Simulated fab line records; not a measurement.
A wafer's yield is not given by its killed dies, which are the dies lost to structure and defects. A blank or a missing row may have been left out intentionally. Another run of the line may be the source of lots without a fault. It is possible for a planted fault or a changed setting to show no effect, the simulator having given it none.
A struck lot beside a sound one :: flow nandHarc :: 14 out of 1302 route steps
Sound: these wafers, L241.1, L241.4, L241.5. Struck: wafers L247.3, L247.4. (L247.5 of the same lot was not struck and is left out.) The cause comes at the end.
For every step that has rows: the tool of each side, followed by ch and its chambers, followed by its first start. Under that, the readings that differ: sound wafers :: struck wafers :: difference of the means :: sigmas: that difference in standard deviations of wafers without a fault.
alike: readings with means less than 2 such deviations apart, plus words and numbers identical on both sides. not compared: withheld readings, readings lacking a value on some wafer, bounds such as >300 that could conceal the same value, and numbers that have no deviation in the record and whose values overlap.
Wherever a step has rows on one side only, a row that says differs or no value, or a row with sigmas, the two part there. Numbers that don't overlap but have no deviation are shown without sigmas and don't part them. Lack of a reading on every wafer of one side parts them only where that side has two or more wafers.

NHARC_A_ONON_D2_THK_MEAS_14: measures by ellipsometry.
  struck on filmMetro-02, day 19 15:07; sound on filmMetro-01, day 16 23:12
  alike: thkNm
then, 2 steps without rows for these wafers: NHARC_A_ONON_D2_ANNEAL_15 (time 3600 s); NHARC_A_ONON_D2_DEP_16 (target thk 1000 nm).
NHARC_A_ONON_D2_THK_MEAS_18: measures by ellipsometry.
  struck on filmMetro-02, day 19 22:31; sound on filmMetro-02, day 17 06:32
reading: thkNm (nm)
sound: 1032 1032 1032
struck: 1005 1004
difference: -28
sigmas: -2
then, 1 step without rows for these wafers: NHARC_A_ONON_D2_DEP_19 (target thk 1000 nm).
NHARC_A_ONON_D2_THK_MEAS_21: measures by ellipsometry.
  struck on filmMetro-02, day 19 23:12; sound on filmMetro-01, day 17 07:06
  alike: thkNm
then, 1 step without rows for these wafers: NHARC_A_ONON_D2_DEP_22 (target thk 1000 nm).
NHARC_A_ONON_D2_THK_MEAS_24: measures by ellipsometry.
  struck on filmMetro-02, day 19 23:46; sound on filmMetro-01, day 17 07:40
  alike: thkNm
then, 1 step without rows for these wafers: NHARC_A_ONON_D2_DEP_25 (target thk 1000 nm).
NHARC_A_ONON_D2_THK_MEAS_27: measures by ellipsometry.
  struck on filmMetro-02, day 20 00:29; sound on filmMetro-01, day 17 08:14
  alike: thkNm
then, 1 step without rows for these wafers: NHARC_A_ONON_D2_DEP_28 (target thk 1000 nm).
NHARC_A_ONON_D2_THK_MEAS_30: measures by ellipsometry.
  struck on filmMetro-02, day 20 01:11; sound on filmMetro-01, day 17 08:47
  alike: thkNm
NHARC_A_ONON_D2_DEP_33: deposits SiO2, target thk 200 nm.
  sound on pecvd-03 ch 0,2, day 17 08:51; struck on pecvd-03 ch 2, day 20 01:28
reading: mfcPrecursorSccm (sccm)
sound: 161.8 160.6 161.7
struck: 147.8 147.3
difference: -13.8
sigmas: -32
  alike: flowSccm, heaterPowerW, throttleValvePct
NHARC_A_ONON_D2_THK_MEAS_34: measures by ellipsometry.
  struck on filmMetro-02, day 20 01:47; sound on filmMetro-02, day 17 09:16
reading: thkNm (nm)
sound: 195 200 198
struck: 177 180
difference: -19
sigmas: -5

WHERE THEY PART
First at NHARC_A_ONON_D2_THK_MEAS_18; last, within this record, at NHARC_A_ONON_D2_THK_MEAS_34.

WHY: what the simulator had put in
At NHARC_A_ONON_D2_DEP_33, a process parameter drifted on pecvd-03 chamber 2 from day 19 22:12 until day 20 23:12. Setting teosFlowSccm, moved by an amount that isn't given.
